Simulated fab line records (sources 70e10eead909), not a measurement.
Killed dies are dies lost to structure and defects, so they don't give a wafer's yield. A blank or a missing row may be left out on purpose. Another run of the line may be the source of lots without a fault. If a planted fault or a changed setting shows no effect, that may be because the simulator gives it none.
Struck lot and sound lot, side by side ; flow nand-harc ; 41 out of 1159 route steps
Sound: wafers L928.3, L928.4, L928.5. Struck: wafer L933.3. (L933.2, L933.5 of the same lot were not struck and are left out.) The cause comes at the end.
Each step with rows lists, per side, the tool, then ch with its chambers, then its first start. Under that, the readings that differ: sound wafers ; struck wafers ; difference of the means ; sigmas: that difference in standard deviations of wafers without a fault.
alike: words and numbers the same on both sides, and readings whose means are apart by under 2 such deviations; not compared: readings that were withheld, readings missing a value for some wafer, numbers with overlapping values and no deviation given by the record, and bounds like >300 which may hide the same value.
A row with sigmas, a row that says differs or no value, or rows on one side alone: a step with any of these is where the two part. When numbers do not overlap yet have no deviation, they are printed without sigmas and do not part them. Lack of a reading on every wafer of one side parts them only where that side has two or more wafers.

NHARC_P_GATE_CD_MEAS_91: the cd target is 2000 nm.
  sound on cd-sem-02 ch 0, day 6 02:27; struck on cd-sem-02 ch 0, day 7 04:01
  alike: cd-nm
then, 1 step without rows for these wafers: NHARC_P_GATE_HARDBAKE_92 (time 80 s).
NHARC_P_GATE_DESCUM_93: chemistry O2, time 3 s.
  sound on rie-diel-08 ch 0,1,2, day 6 02:36; struck on rie-diel-04 ch 1, day 7 04:11
  alike: drypump-motor-current-A, oes-product-au, rf-vpp-V, showerhead-plenum-p-Torr, throttle-valve-pct
  not compared: rf-hours-counter-h
then, 2 steps without rows for these wafers: NHARC_P_GATE_IMPLANT_94; NHARC_P_GATE_STRIP_113 (strips in N2/H2, time 740 s).
NHARC_P_GATE_STRIP_95: strips in O2.
  sound on plasma-asher-01 ch 0,1, day 6 03:43; struck on plasma-asher-01 ch 1, day 7 05:16
  alike: drypump-motor-current-A, heater-power-w
  not compared: rf-hours-counter-h
then, 6 steps without rows for these wafers: NHARC_P_GATE_STRIP_96 (strips in SPM, time 900 s); NHARC_P_GATE_RTA_64 (time 1 s); NHARC_P_GATE_ETCH_77 (etches SiO2 in dHF, target depth 6 nm); NHARC_P_GATE_DEGAS_109 (time 60 s); NHARC_P_GATE_PRE_CLEAN_110 (time 30 s); NHARC_P_GATE_SPUTTER_78 (material Ni, target thk 10 nm).
NHARC_P_GATE_SPUTTER_79: material TiN, target thk 10 nm.
  struck on pvd-sputter-03, day 7 06:22; sound on pvd-sputter-03, day 6 04:48
then, 3 steps without rows for these wafers: NHARC_P_GATE_RTA_80 (time 30 s); NHARC_P_GATE_STRIP_67 (strips in SPM, time 600 s); NHARC_P_GATE_RTA_82 (time 30 s).
NHARC_P_GATE_INSPECT_68:
  struck on defect-inspect-01, day 7 07:16; sound on defect-inspect-02, day 6 05:34
reading;sound;struck;difference;sigmas
raw-defect-count;110 117 150;363;+237;+3
then, 14 steps without rows for these wafers: NHARC_P_CONTACT_DEP_30 (deposits SiNx, target thk 30 nm); NHARC_P_CONTACT_DEP_00 (deposits SiO2, target thk 500 nm); NHARC_P_CONTACT_CMP_01 (polishes SiO2, target thk 200 nm); NHARC_P_CONTACT_SRD_03; NHARC_P_CONTACT_DEHYDRATE_04 (time 120 s); NHARC_P_CONTACT_HMDS_05 (time 30 s); NHARC_P_CONTACT_COAT_33 (time 75 s); NHARC_P_CONTACT_COAT_34 (time 65 s); NHARC_P_CONTACT_COAT_06 (resist thk 90 nm); NHARC_P_CONTACT_SOFTBAKE_07 (time 55 s); NHARC_P_CONTACT_EBR_08; NHARC_P_CONTACT_EXPOSE_09 (exposes mask P CA, target cd 90 nm); NHARC_P_CONTACT_PEB_10 (peb time 65 s); NHARC_P_CONTACT_DEVELOP_11 (develop time 35 s).
NHARC_P_CONTACT_CD_MEAS_12: the cd target is 90 nm.
  sound on cd-sem-02 ch 0, day 6 07:13; struck on cd-sem-01 ch 0, day 7 08:55
reading;sound;struck;difference;sigmas
cd-nm (nm);90.4 90.8 91.1;89.6;-1.2;-2
NHARC_P_CONTACT_OVL_MEAS_13:
  struck on overlay-02, day 7 09:01; sound on overlay-01, day 6 07:17
reading;sound;struck;difference;sigmas
overlay-y-nm (nm);0.6 1.2 0.4;-0.9;-1.6;-2
  alike: overlay-x-nm
NHARC_P_CONTACT_DESCUM_17: chemistry O2, time 3 s.
  sound on rie-diel-06 ch 0,2,3, day 6 07:25; struck on rie-diel-06 ch 2, day 7 09:07
reading;sound;struck;difference;sigmas
oes-product-au (a.u.);1.011 1.010 1.001;0.983;-0.024;-3
  alike: drypump-motor-current-A, rf-vpp-V, showerhead-plenum-p-Torr, throttle-valve-pct
  not compared: rf-hours-counter-h
NHARC_P_CONTACT_ETCH_35: etches the open film in CF4, target depth 39 nm, time 65 s.
  sound on rie-diel-06 ch 0,2, day 6 07:29; struck on rie-diel-06 ch 2, day 7 09:20
  alike: drypump-motor-current-A, oes-product-au, rf-vpp-V, showerhead-plenum-p-Torr, throttle-valve-pct
  not compared: rf-hours-counter-h
NHARC_P_CONTACT_ETCH_36: etches the open film in N2/H2, target depth 260 nm, time 406.25 s.
  sound: rie-diel-06 ch 0,3; struck: rie-diel-06 ch 2
reading;sound;struck;difference;sigmas
oes-product-au (a.u.);1.009 1.008 1.014;0.981;-0.029;-5
  alike: drypump-motor-current-A, n2-flow-sccm, rf-vpp-V, showerhead-plenum-p-Torr, throttle-valve-pct
  not compared: rf-hours-counter-h
then, 3 steps without rows for these wafers: NHARC_P_CONTACT_ETCH_18 (etches the open film in C4F8/O2/Ar, target depth 481 nm, time 240.5 s); NHARC_P_CONTACT_STRIP_37 (strips in C4F8/O2/Ar); NHARC_P_CONTACT_ETCH_31 (etches the open film in CH3F/O2, target depth 30 nm, time 85.7 s).
NHARC_P_CONTACT_CD_MEAS_19:
  struck on cd-sem-01, day 7 10:16; sound on cd-sem-02, day 6 08:30
  alike: cd-nm
-- jump in the record: it breaks off in module P_CONTACT and resumes in module END (first step shown: number 1159 of the route), and 13 days separate the struck wafers' starts before and after --
NHARC_END_SORT_01:
  only the struck wafers appear in the record here, on prober-02 ch 0 at day 20 20:58; the sound ones have no rows

WHERE THEY PART
Last at NHARC_END_SORT_01 as far as this record goes, first at NHARC_P_GATE_INSPECT_68.

WHY: what had been put in by the simulator
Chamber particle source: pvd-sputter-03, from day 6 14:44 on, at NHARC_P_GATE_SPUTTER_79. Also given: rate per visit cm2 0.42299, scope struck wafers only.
